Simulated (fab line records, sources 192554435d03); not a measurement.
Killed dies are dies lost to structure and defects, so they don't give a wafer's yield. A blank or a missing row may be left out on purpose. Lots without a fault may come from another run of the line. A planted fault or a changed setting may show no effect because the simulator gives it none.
Which tool did it? | flow n5_finfet | 9 lots, 27 wafers sampled, at 6 steps of a route of 1938

WHAT THE GAUGES READ, wafer by wafer
N5_STI_FIN_REVEAL_THK_MEAS_05. Usual: thk_nm 132.6 nm, standard deviation 1.1.
lot  | measured    | on            | thk_nm (nm)       | flag
L124 | day 2 11:59 | film_metro-02 | 132.5 132.0 131.0 |
L127 | day 3 04:05 | film_metro-02 | 132.2 132.5 132.0 |
L129 | day 3 15:32 | film_metro-02 | 132.9 134.0 132.6 |
L131 | day 4 05:26 | film_metro-02 | 132.0 130.6 133.1 |
L133 | day 4 19:33 | film_metro-02 | 132.6 132.8 132.3 |
L136 | day 5 12:25 | film_metro-02 | 132.9 132.2 132.0 |
L139 | day 6 04:10 | film_metro-01 | 132.3 132.1 133.7 |
L141 | day 6 18:23 | film_metro-02 | 135.1 133.5 131.8 |
L142 | day 6 23:25 | film_metro-01 | 132.8 131.8 132.7 |

N5_STI_FIN_REVEAL_INSPECT_13: inspects for defects (darkfield). Usual: raw_defect_count 12, standard deviation 4.8.
lot  | measured    | on                | raw_defect_count | flag
L124 | day 2 15:56 | defect_inspect-01 | 13 10 15         |
L127 | day 3 07:23 | defect_inspect-01 | 18 15 8          |
L129 | day 3 19:59 | defect_inspect-01 | 8 7 15           |
L131 | day 4 09:02 | defect_inspect-01 | 13 16 15         |
L133 | day 4 22:55 | defect_inspect-02 | 311 332 364      | OFF
L136 | day 5 15:41 | defect_inspect-02 | 314 316 324      | OFF
L139 | day 6 08:06 | defect_inspect-02 | 4 17 20          |
L141 | day 6 22:05 | defect_inspect-02 | 11 12 6          |
L142 | day 7 02:54 | defect_inspect-02 | 12 7 9           |

N5_BEOL_M4_RC_MEAS_101. Usual: DIBL_N 37.3 mV/V, standard deviation 2.3; DIBL_P 37.4 mV/V, standard deviation 2.9; IOFF_N 0.18 nA/um, standard deviation 0.045; IOFF_P 0.25 nA/um, standard deviation 0.054; ION_N 679 uA/um, standard deviation 15; ION_P 468 uA/um, standard deviation 9.7; SS_N 71.8 mV/dec, standard deviation 0.62; SS_P 73.6 mV/dec, standard deviation 0.76; VT_N 248 mV, standard deviation 4.1; VT_P -248 mV, standard deviation 3.6.
lot  | measured     | on        | DIBL_N (mV/V)  | DIBL_P (mV/V)  | IOFF_N (nA/um) | IOFF_P (nA/um) | ION_N (uA/um) | ION_P (uA/um) | SS_N (mV/dec)  | SS_P (mV/dec)  | VT_N (mV)   | VT_P (mV)      | flag
L124 | day 7 19:43  | prober-02 | 40.0 36.8 42.1 | 39.1 35.1 40.9 | 0.22 0.16 0.27 | 0.33 0.23 0.35 | 686 680 691   | 470 469 472   | 71.7 71.4 72.3 | 73.7 73.0 74.2 | 242 249 243 | -242 -248 -241 |
L127 | day 8 21:13  | prober-01 | 37.0 32.8 34.7 | 38.6 32.4 35.2 | 0.17 0.09 0.12 | 0.24 0.14 0.18 | 697 651 666   | 480 450 459   | 71.6 71.4 71.6 | 72.8 71.4 72.1 | 247 259 253 | -249 -254 -249 |
L129 | day 9 03:22  | prober-02 | 39.0 40.6 37.3 | 39.4 43.2 38.2 | 0.20 0.26 0.17 | 0.25 0.31 0.22 | 681 693 698   | 464 473 469   | 71.6 72.8 72.0 | 74.0 74.9 73.0 | 247 243 248 | -249 -248 -251 |
L131 | day 9 07:28  | prober-01 | 35.1 37.2 37.0 | 35.3 38.0 37.3 | 0.15 0.19 0.19 | 0.22 0.27 0.26 | 687 687 687   | 473 472 470   | 71.1 72.2 71.5 | 73.1 73.1 73.8 | 246 245 245 | -248 -245 -247 |
L133 | day 10 02:01 | prober-02 | 39.1 38.3 41.6 | 39.9 37.7 44.0 | 0.21 0.19 0.27 | 0.28 0.24 0.34 | 685 680 706   | 467 461 480   | 71.8 71.5 73.0 | 74.1 72.9 75.6 | 245 248 244 | -247 -249 -245 |
L136 | day 11 02:35 | prober-02 | 39.9 41.4 40.8 | 41.3 42.9 42.1 | 0.23 0.26 0.24 | 0.32 0.39 0.35 | 704 688 692   | 487 475 484   | 72.3 72.9 71.7 | 74.4 74.6 74.7 | 243 241 241 | -244 -241 -241 |
L139 | day 11 22:19 | prober-01 | 41.3 36.2 35.9 | 41.0 35.4 33.3 | 0.29 0.17 0.14 | 0.34 0.23 0.19 | 697 689 667   | 476 479 455   | 71.5 71.1 71.7 | 74.8 73.6 72.6 | 239 246 251 | -244 -246 -250 |
L141 | day 12 06:49 | prober-01 | 38.4 36.5 37.4 | 39.6 37.6 38.9 | 0.22 0.18 0.21 | 0.29 0.25 0.28 | 672 695 703   | 459 473 474   | 73.0 71.3 71.7 | 74.3 74.1 74.2 | 248 248 245 | -246 -246 -244 |
L142 | day 12 10:14 | prober-01 | 38.1 39.1 36.4 | 38.7 39.5 35.6 | 0.18 0.20 0.16 | 0.23 0.24 0.19 | 679 674 685   | 459 458 465   | 72.0 71.9 71.9 | 73.5 73.8 73.0 | 246 246 249 | -250 -250 -252 |

WHICH TOOL RAN EACH LOT (tool, then ch and the chambers of the sampled wafers, then the start)
lot  | N5_STI_FIN_REVEAL_CMP_04     | N5_STI_FIN_REVEAL_STRIP_24        | N5_STI_FIN_REVEAL_ETCH_34
L124 | cmp-03 ch 0,1,3, day 2 11:41 | rie_diel-06 ch 2,3, day 2 12:31   | rie_si-05 ch 0,1,3, day 2 14:59
L127 | cmp-03 ch 1,2, day 3 03:49   | rie_diel-04 ch 0,3, day 3 04:21   | rie_si-05 ch 0,3, day 3 06:40
L129 | cmp-03 ch 0,2,3, day 3 15:17 | rie_diel-02 ch 0,3, day 3 15:50   | rie_si-02 ch 0,2, day 3 19:17
L131 | cmp-03 ch 0,1,3, day 4 05:13 | rie_diel-02 ch 0,2,3, day 4 05:46 | rie_si-05 ch 0,1,2, day 4 08:20
L133 | cmp-03 ch 0,1,3, day 4 19:17 | rie_diel-04 ch 0,2,3, day 4 19:53 | rie_si-02 ch 1,3, day 4 22:13
L136 | cmp-03 ch 0,1,2, day 5 12:11 | rie_diel-02 ch 0,2,3, day 5 12:41 | rie_si-02 ch 1,2, day 5 14:59
L139 | cmp-04 ch 0,1,3, day 6 03:53 | rie_diel-02 ch 0,1,3, day 6 05:06 | rie_si-05 ch 1,3, day 6 07:25
L141 | cmp-02 ch 1,2,3, day 6 18:10 | rie_diel-06 ch 1,2, day 6 18:44   | rie_si-03 ch 0,2,3, day 6 21:04
L142 | cmp-04 ch 0,1,3, day 6 23:07 | rie_diel-02 ch 0,2,3, day 6 23:54 | rie_si-05 ch 0,1,3, day 7 02:12
- N5_STI_FIN_REVEAL_CMP_04: polishes, stops on Si3N4, t overpolish 4 s, target thk 131.83 nm.
- N5_STI_FIN_REVEAL_STRIP_24: strips in N2/H2, time 90 s.
- N5_STI_FIN_REVEAL_ETCH_34: etches Si in H2, material Si, target depth 0.97 nm.

WHAT THE TOOLS THEMSELVES READ (means of the sampled wafers that have a number; where no wafer has one, the mark that the record gives instead)
N5_STI_FIN_REVEAL_CMP_04. Usual: motor_current_A 8.3 A, standard deviation 0.53; overpolish_run_s 4.001 s, standard deviation 0.0094; slurry_filter_dp_kPa 13.51 kPa, standard deviation 0.13; time_to_endpoint_s 106 s, standard deviation 6.6.
lot  | tool   | motor_current_A (A) | overpolish_run_s (s) | slurry_filter_dp_kPa (kPa) | time_to_endpoint_s (s) | flag
L124 | cmp-03 | 8.3                 | 3.995                | 13.49                      | 102                    |
L127 | cmp-03 | 8.7                 | 4.000                | 13.52                      | 103                    |
L129 | cmp-03 | 8.3                 | 4.008                | 13.41                      | 105                    |
L131 | cmp-03 | 8.6                 | 4.002                | 13.63                      | 108                    |
L133 | cmp-03 | 8.4                 | 3.996                | 13.60                      | 105                    |
L136 | cmp-03 | 8.5                 | 3.997                | 13.47                      | 100                    |
L139 | cmp-04 | 7.9                 | 3.999                | 13.41                      | 104                    |
L141 | cmp-02 | 8.3                 | 3.991                | 13.47                      | 104                    |
L142 | cmp-04 | 8.0                 | 4.004                | 13.53                      | 104                    |

N5_STI_FIN_REVEAL_STRIP_24. Usual: drypump_motor_current_A 5.6 A, standard deviation 0.4; oes_product_au 0.79 a.u., standard deviation 0.074; rf_vpp_V 45.3 V, standard deviation 0.9; showerhead_plenum_p_Torr 3.36 Torr, standard deviation 0.1; throttle_valve_pct 12.23 %, standard deviation 0.22.
lot  | tool        | drypump_motor_current_A (A) | oes_product_au (a.u.) | rf_vpp_V (V) | showerhead_plenum_p_Torr (Torr) | throttle_valve_pct (%) | flag
L124 | rie_diel-06 | 5.5                         | 0.85                  | 45.2         | 3.39                            | 12.29                  |
L127 | rie_diel-04 | 5.9                         | 0.78                  | 44.9         | 3.42                            | 12.12                  |
L129 | rie_diel-02 | 5.7                         | 0.81                  | 45.1         | 3.44                            | 12.17                  |
L131 | rie_diel-02 | 5.3                         | 0.81                  | 45.0         | 3.45                            | 12.19                  |
L133 | rie_diel-04 | 5.9                         | 0.76                  | 45.9         | 3.36                            | 12.10                  |
L136 | rie_diel-02 | 5.3                         | 0.79                  | 46.2         | 3.45                            | 12.22                  |
L139 | rie_diel-02 | 5.6                         | 0.78                  | 45.8         | 3.35                            | 12.18                  |
L141 | rie_diel-06 | 6.0                         | 0.88                  | 45.6         | 3.34                            | 12.32                  |
L142 | rie_diel-02 | 5.3                         | 0.78                  | 45.0         | 3.44                            | 12.24                  |

N5_STI_FIN_REVEAL_ETCH_34. Usual: drypump_motor_current_A 5.9 A, standard deviation 0.36; he_backside_leak_sccm 2.71 sccm, standard deviation 0.26; he_flow_sccm 142.5 sccm, standard deviation 0.45; oes_product_au 0.998 a.u., standard deviation 0.014; rf_fwd_power_W 296.9 W, standard deviation 1.1; throttle_valve_pct 25.6 %, standard deviation 0.84.
lot  | tool      | drypump_motor_current_A (A) | he_backside_leak_sccm (sccm) | he_flow_sccm (sccm) | oes_product_au (a.u.) | rf_fwd_power_W (W) | throttle_valve_pct (%) | flag
L124 | rie_si-05 | 6.1                         | 2.61                         | 142.8               | 1.002                 | 295.7              | 26.1                   |
L127 | rie_si-05 | 6.0                         | 2.62                         | 142.4               | 1.001                 | 296.8              | 26.9                   |
L129 | rie_si-02 | 5.7                         | 2.65                         | 142.8               | 0.997                 | 297.0              | 26.1                   |
L131 | rie_si-05 | 6.2                         | 2.51                         | 142.5               | 1.007                 | 297.1              | 26.1                   |
L133 | rie_si-02 | 5.8                         | 2.92                         | 142.9               | 0.986                 | 297.7              | 24.9                   |
L136 | rie_si-02 | 5.6                         | 2.75                         | 142.2               | 0.990                 | 297.5              | 25.9                   |
L139 | rie_si-05 | 6.1                         | 2.58                         | 142.5               | 1.001                 | 296.8              | 25.3                   |
L141 | rie_si-03 | 5.4                         | 3.10                         | 142.1               | 0.980                 | 296.9              | 25.1                   |
L142 | rie_si-05 | 6.1                         | 2.49                         | 142.7               | 0.996                 | 296.5              | 26.1                   |

THE ANSWER, worked out from the rows above alone
Rule: a lot is off if the mean of its wafers that have a number lies more than 3 standard deviations from the usual mean. A lot without any number at a reading at which 4 lots or more have one is off too. The other lots that the step has rows for count as sound. The gauges are gone through in route order, then the tools' own readings, and for those a lot's mean is taken as printed above. The first step at which some lot is off is used, and at that step the reading that is off furthest; a lot without a number counts as furthest.
Off: L133, L136, at N5_STI_FIN_REVEAL_INSPECT_13 (raw_defect_count).
A tool fits if, at a process step before that reading, it ran every lot that is off, and no sound lot after the first of them. The gauges at N5_STI_FIN_REVEAL_INSPECT_13 are tried like those tools. Can't be told from this: 2 tools fit, cmp-03 at N5_STI_FIN_REVEAL_CMP_04, rie_si-02 at N5_STI_FIN_REVEAL_ETCH_34.

WHAT THE SIMULATOR HAD PUT IN
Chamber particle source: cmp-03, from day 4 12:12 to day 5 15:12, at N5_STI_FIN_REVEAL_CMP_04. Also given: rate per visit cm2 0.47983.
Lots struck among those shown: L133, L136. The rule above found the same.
